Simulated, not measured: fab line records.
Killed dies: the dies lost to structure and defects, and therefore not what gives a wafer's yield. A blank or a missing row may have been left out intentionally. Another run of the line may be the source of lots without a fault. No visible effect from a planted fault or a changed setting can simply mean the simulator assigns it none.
Chamber matching | flow n5Finfet | 4 sister chambers for N5_DUMMY_GATE_ETCH_31 on rieDiel-05
The step etches SiO2 in C4F6/O2, target depth 82.5 nm, time 27.5 s. 8 wafers are shown with their chamber, then 12 later ones without.

## WAFERS, EACH WITH ITS CHAMBER
wafer  | chamber | throttleValvePct (%) | drypumpMotorCurrentA (A)
L085.3 | 3       | 20.76                | 5.75
L085.5 | 0       | 21.13                | 5.78
L086.4 | 0       | 21.12                | 5.83
L087.5 | 1       | 21.36                | 5.19
L087.6 | 2       | 21.49                | 5.64
L091.1 | 3       | 20.76                | 5.76
L091.3 | 1       | 21.39                | 5.16
L091.6 | 2       | 21.49                | 5.67

## WAFERS WITH NO CHAMBER GIVEN
wafer  | throttleValvePct (%) | drypumpMotorCurrentA (A)
L094.1 | 21.38                | 5.21
L094.2 | 21.16                | 5.79
L094.3 | 21.50                | 5.68
L094.4 | 21.51                | 5.66
L094.5 | 21.15                | 5.77
L094.6 | 21.40                | 5.20
L096.3 | 21.39                | 5.18
L096.5 | 20.77                | 5.75
L096.6 | 21.15                | 5.79
L097.1 | 21.41                | 5.18
L097.3 | 21.16                | 5.76
L097.5 | 20.79                | 5.75

## THE CHAMBER EACH PASSED THROUGH
wafer  | from the rows above | in truth
L094.1 | 1                   | 1
L094.2 | 0                   | 0
L094.3 | 2                   | 2
L094.4 | 2                   | 2
L094.5 | 0                   | 0
L094.6 | 1                   | 1
L096.3 | 1                   | 1
L096.5 | 3                   | 3
L096.6 | 0                   | 0
L097.1 | 1                   | 1
L097.3 | 0                   | 0
L097.5 | 3                   | 3
Correctly placed: 12 of 12. Left unplaced by these rows: 0. Placed wrongly: 0.
How it was worked out, from the rows above alone: a wafer's distance from a chamber is the root of the sum, over the readings, of the square of ((its reading less the chamber's mean) divided by the reading's scatter). The wafer belongs to the nearest chamber; if the next one is less than 2 further off, it can't be placed. The mean given for a chamber averages the wafers shown for that chamber. The scatter: the root of (the sum of the squares of (reading less its chamber's mean) over the shown wafers, divided by (wafers less chambers)).
